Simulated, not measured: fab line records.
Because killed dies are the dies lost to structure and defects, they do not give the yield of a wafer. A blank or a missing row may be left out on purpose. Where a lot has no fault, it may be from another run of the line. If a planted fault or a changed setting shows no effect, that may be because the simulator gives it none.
Which of the tools did it? | flow nand-harc | Sampling: 13 lots, 37 wafers, 6 of 1302 route steps

WHAT THE GAUGES READ, wafer by wafer
NHARC_A_SGD_CUT_CD_MEAS_09: the cd target is 100 nm.
lot  | measured     | on        | cd-nm (nm)
L547 | day 19 14:17 | cd-sem-02 | 100.6 100.9 101.4
L550 | day 20 14:23 | cd-sem-03 | 100.7 99.5 100.3
L552 | day 20 14:14 | cd-sem-02 | 99.9 99.9 99.8
L551 | day 20 18:01 | cd-sem-01 | 99.5 100.0 100.0
L553 | day 21 12:58 | cd-sem-01 | 100.4 100.7 101.1
L555 | day 22 12:52 | cd-sem-02 | 100.5 100.7 100.5
L556 | day 22 17:14 | cd-sem-03 | 99.8 100.3 99.9
L554 | day 22 18:39 | cd-sem-03 | 101.7 100.0 100.8
L559 | day 24 15:05 | cd-sem-02 | 100.8 101.0 100.8
L560 | day 24 15:39 | cd-sem-03 | 100.1 99.7 100.3
L566 | day 27 05:14 | cd-sem-03 | 101.3
L567 | day 27 04:53 | cd-sem-02 | 100.5 99.8 99.8
L569 | day 28 17:04 | cd-sem-02 | 100.3 100.5 99.8

NHARC_END_SORT_01.
lot  | measured     | on        | killed-at-array | killed-at-other | killed-at-periphery | killed-dies | killed-open | killed-short
L559 | day 29 18:48 | prober-01 | 30              | 1               | 3                   | 34          | 3           | 2
L560 | day 30 04:12 | prober-02 | 93              | 5               | 8                   | 106         | 4           | 3
L566 | day 33 04:33 | prober-01 | 176             | 1               | 2                   | 179         | 1           | 2

WHICH TOOL RAN EACH LOT (tool, then ch and the chambers of the sampled wafers, then the start)
lot  | NHARC_A_STAIRCASE_ETCH_19          | NHARC_A_STAIRCASE_CMP_152     | NHARC_A_STAIRCASE_DEP_471       | NHARC_A_SGD_CUT_DEP_00
L547 | rie-diel-12 ch 0,2,3, day 15 19:14 | cmp-02 ch 0,1,2, day 19 11:48 | pecvd-01 ch 0,2, day 19 12:53   | pecvd-03 ch 0,1,2, day 19 13:35
L550 | rie-diel-12 ch 0,2,3, day 17 04:06 | cmp-02 ch 0,2,3, day 20 11:50 | pecvd-01 ch 1,2, day 20 12:58   | pecvd-03 ch 1,2, day 20 13:41
L552 | rie-diel-07 ch 0,3, day 17 04:17   | cmp-03 ch 0,2, day 20 11:35   | pecvd-02 ch 1,2, day 20 12:50   | pecvd-02 ch 0,2, day 20 13:31
L551 | rie-diel-07 ch 0,1, day 17 08:58   | cmp-04 ch 0,1,2, day 20 15:30 | pecvd-01 ch 0,1,2, day 20 16:39 | pecvd-02 ch 0,1, day 20 17:20
L553 | rie-diel-12 ch 0,1, day 18 09:37   | cmp-02 ch 0,2,3, day 21 10:26 | pecvd-02 ch 0,2, day 21 11:36   | pecvd-04 ch 1,2, day 21 12:17
L555 | rie-diel-11 ch 1,2,3, day 18 23:25 | cmp-02 ch 0,1,2, day 22 10:13 | pecvd-02 ch 1,2, day 22 11:28   | pecvd-02 ch 0,1,2, day 22 12:08
L556 | rie-diel-12 ch 1,2, day 19 03:52   | cmp-03 ch 0,2,3, day 22 14:46 | pecvd-01 ch 0,1, day 22 15:50   | pecvd-04 ch 0,1,2, day 22 16:31
L554 | rie-diel-12 ch 0,1,3, day 19 08:30 | cmp-02 ch 2,3, day 22 16:05   | pecvd-02 ch 0,1, day 22 17:14   | pecvd-04 ch 0,1, day 22 17:55
L559 | rie-diel-07 ch 0,3, day 21 03:35   | cmp-02 ch 1,2,3, day 24 12:25 | pecvd-02 ch 0,1,2, day 24 13:39 | pecvd-02 ch 1,2, day 24 14:23
L560 | rie-diel-11 ch 2,3, day 21 09:04   | cmp-03 ch 2,3, day 24 12:32   | pecvd-03 ch 0,1,2, day 24 14:13 | pecvd-02 ch 0,1, day 24 14:59
L566 | rie-diel-07 ch 2, day 23 11:05     | cmp-04 ch 1, day 26 20:01     | pecvd-01 ch 1, day 27 00:08     | pecvd-04 ch 2, day 27 04:42
L567 | rie-diel-11 ch 0,2,3, day 24 01:26 | cmp-03 ch 0,1,2, day 27 02:22 | pecvd-03 ch 0,1,2, day 27 03:31 | pecvd-02 ch 0,1, day 27 04:11
L569 | rie-diel-11 ch 0,1,3, day 25 04:08 | cmp-02 ch 0,1, day 28 14:23   | pecvd-03 ch 1,2, day 28 15:32   | pecvd-03 ch 1,2, day 28 16:15
- NHARC_A_STAIRCASE_ETCH_19: etches the open film in C4F8/O2, target depth 100 nm, time 40.5 s.
- NHARC_A_STAIRCASE_CMP_152: polishes.
- NHARC_A_STAIRCASE_DEP_471: deposits SiO2, target thk 100 nm.
- NHARC_A_SGD_CUT_DEP_00: deposits SiNx, target thk 50 nm.

WHAT THE TOOLS THEMSELVES READ (means of the sampled wafers that have a number; where no wafer has one, the mark that the record gives instead)
NHARC_A_STAIRCASE_ETCH_19.
lot  | tool        | bias-w (W) | oes-product-au (a.u.) | rf-vpp-V (V)
L547 | rie-diel-12 | 999        | 0.951                 | 893
L550 | rie-diel-12 | 1001       | 0.938                 | 894
L552 | rie-diel-07 | 1002       | 0.937                 | 892
L551 | rie-diel-07 | 1003       | 0.926                 | 896
L553 | rie-diel-12 | 998        | 0.950                 | 891
L555 | rie-diel-11 | 1001       | 0.945                 | 902
L556 | rie-diel-12 | 1000       | 0.943                 | 896
L554 | rie-diel-12 | 996        | 0.930                 | 893
L559 | rie-diel-07 | 1001       | 0.937                 | 889
L560 | rie-diel-11 | 1001       | 0.948                 | 903
L566 | rie-diel-07 | 1003       | 0.925                 | 901
L567 | rie-diel-11 | 1000       | 0.950                 | 897
L569 | rie-diel-11 | 999        | 0.937                 | 897

NHARC_A_STAIRCASE_CMP_152.
lot  | tool   | motor-current-A (A)
L547 | cmp-02 | 12.4
L550 | cmp-02 | 11.9
L552 | cmp-03 | 11.4
L551 | cmp-04 | 13.2
L553 | cmp-02 | 12.2
L555 | cmp-02 | 12.0
L556 | cmp-03 | 11.3
L554 | cmp-02 | 11.1
L559 | cmp-02 | 11.6
L560 | cmp-03 | 11.7
L566 | cmp-04 | 12.8
L567 | cmp-03 | 11.3
L569 | cmp-02 | 12.5

NHARC_A_STAIRCASE_DEP_471.
lot  | tool     | heater-power-w (W) | throttle-valve-pct (%)
L547 | pecvd-01 | 478                | 16.1
L550 | pecvd-01 | 527                | 16.2
L552 | pecvd-02 | 546                | 15.5
L551 | pecvd-01 | 526                | 15.9
L553 | pecvd-02 | 432                | 15.3
L555 | pecvd-02 | 488                | 15.2
L556 | pecvd-01 | 591                | 15.4
L554 | pecvd-02 | 527                | 15.3
L559 | pecvd-02 | 540                | 15.5
L560 | pecvd-03 | 550                | 15.6
L566 | pecvd-01 | 593                | 16.3
L567 | pecvd-03 | 569                | 15.7
L569 | pecvd-03 | 596                | 15.3

NHARC_A_SGD_CUT_DEP_00.
lot  | tool     | heater-power-w (W)
L547 | pecvd-03 | 651
L550 | pecvd-03 | 651
L552 | pecvd-02 | 611
L551 | pecvd-02 | 666
L553 | pecvd-04 | 529
L555 | pecvd-02 | 662
L556 | pecvd-04 | 689
L554 | pecvd-04 | 692
L559 | pecvd-02 | 662
L560 | pecvd-02 | 783
L566 | pecvd-04 | 530
L567 | pecvd-02 | 769
L569 | pecvd-03 | 650

THE ANSWER, worked out from the rows above alone
Rule: usual is defined by the lots themselves. The widest of any qualifying gaps counts: lots, ordered by their means at a reading, are off when they make up no more than a third of the lots, leave a main group of 4 or more, and stand apart from it by 3 or more times the standard deviation of that group's means. Not used: any main group whose means are identical at the precision the tables above print for the reading. A lot without any number at a reading at which 4 lots or more have one is off too. All remaining lots with rows at the step are treated as sound. First the gauges in route order, then the tools' own readings, where a lot's mean is used as printed above. The first step at which some lot is off is used, and at that step the reading that is off furthest; a lot without a number counts as furthest.
No lot is off at any reading shown: from this, nothing can be told.

WHAT WAS PUT IN BY THE SIMULATOR
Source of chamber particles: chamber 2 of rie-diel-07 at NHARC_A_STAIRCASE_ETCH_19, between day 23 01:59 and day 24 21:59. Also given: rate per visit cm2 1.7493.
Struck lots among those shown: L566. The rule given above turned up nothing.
